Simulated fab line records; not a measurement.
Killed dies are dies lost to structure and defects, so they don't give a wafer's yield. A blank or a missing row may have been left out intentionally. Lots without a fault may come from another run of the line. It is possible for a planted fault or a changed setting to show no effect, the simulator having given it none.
Struck lot and sound lot, side by side ; flow nand_harc ; 18 out of 1159 route steps
Sound: wafers L470.2, L470.3, L470.4. Wafers L479.1, L479.2, L479.4 were the ones struck. The cause is given at the end.
At each step with rows: each side's tool, then ch and its chambers, then its first start. Under that, the readings that differ: sound wafers ; struck wafers ; difference of the means ; sigmas: that difference in standard deviations of wafers without a fault.
alike: words and numbers the same on both sides, and readings whose means are apart by under 2 such deviations; not compared: readings that were withheld, readings missing a value for some wafer, numbers with overlapping values and no deviation given by the record, and bounds like >300 which may hide the same value.
The two part at a step that has a row with sigmas, a row that says differs or no value, or rows on one side only. Non-overlapping numbers with no deviation appear without sigmas and do not part them. Lack of a reading on every wafer of one side parts them only where that side has two or more wafers.

NHARC_P_GATE_CD_MEAS_46: the cd target is 720 nm.
  sound on cd_sem-03 ch 0, day 6 00:25; struck on cd_sem-03 ch 0, day 8 12:16
  alike: cd_nm
then, 1 step without rows for these wafers: NHARC_P_GATE_HARDBAKE_47 (time 80 s).
NHARC_P_GATE_DESCUM_48: chemistry O2, time 3 s.
  sound on rie_diel-12 ch 0,1,2, day 6 00:35; struck on rie_diel-13 ch 0,1,2, day 8 12:25
reading;sound;struck;difference;sigmas
rf_hours_counter_h (h);16 15 17;27 27 22;+9;
  alike: drypump_motor_current_A, oes_product_au, rf_vpp_V, showerhead_plenum_p_Torr, throttle_valve_pct
next, for these wafers, 1 step has no rows: NHARC_P_GATE_IMPLANT_49.
NHARC_P_GATE_STRIP_111: strips in N2/H2, time 250 s.
  sound on plasma_asher-02 ch 0,1, day 6 01:31; struck on plasma_asher-02 ch 0,1, day 8 12:47
  alike: drypump_motor_current_A, heater_power_w
  not compared: rf_hours_counter_h
NHARC_P_GATE_STRIP_75: strips in O2.
  sound on plasma_asher-02 ch 0,1, day 6 01:47; struck on plasma_asher-02 ch 0,1, day 8 13:05
  alike: drypump_motor_current_A, heater_power_w
  not compared: rf_hours_counter_h
then, 6 steps without rows for these wafers: NHARC_P_GATE_STRIP_50 (strips in SPM, time 900 s); NHARC_P_GATE_DEHYDRATE_51 (time 120 s); NHARC_P_GATE_HMDS_52 (time 30 s); NHARC_P_GATE_COAT_53; NHARC_P_GATE_SOFTBAKE_54 (time 95 s); NHARC_P_GATE_EBR_55.
NHARC_P_GATE_EXPOSE_56: exposes mask P PSD, target cd 720 nm.
  sound on krf_scanner-01 ch 0, day 6 02:33; struck on krf_scanner-04 ch 0, day 8 13:52
reading;sound;struck;difference;sigmas
mask;P_PSD#0 P_PSD#0 P_PSD#0;P_NSD#0 P_NSD#0 P_NSD#0;differs;
then, 2 steps without rows for these wafers: NHARC_P_GATE_PEB_57 (peb time 85 s); NHARC_P_GATE_DEVELOP_58 (time 70 s).
NHARC_P_GATE_CD_MEAS_59: the cd target is 720 nm.
  sound on cd_sem-03 ch 0, day 6 02:42; struck on cd_sem-01 ch 0, day 8 14:02
reading;sound;struck;difference;sigmas
cd_nm (nm);719.7 719.4 722.4;- - -;no value on the struck wafers;
then, 2 steps without rows for these wafers: NHARC_P_GATE_HARDBAKE_60 (time 80 s); NHARC_END_SORT_01.

## WHERE THEY PART
At NHARC_P_GATE_EXPOSE_56 first; at NHARC_P_GATE_CD_MEAS_59 last (within this record only).

WHY: the cause the simulator had injected
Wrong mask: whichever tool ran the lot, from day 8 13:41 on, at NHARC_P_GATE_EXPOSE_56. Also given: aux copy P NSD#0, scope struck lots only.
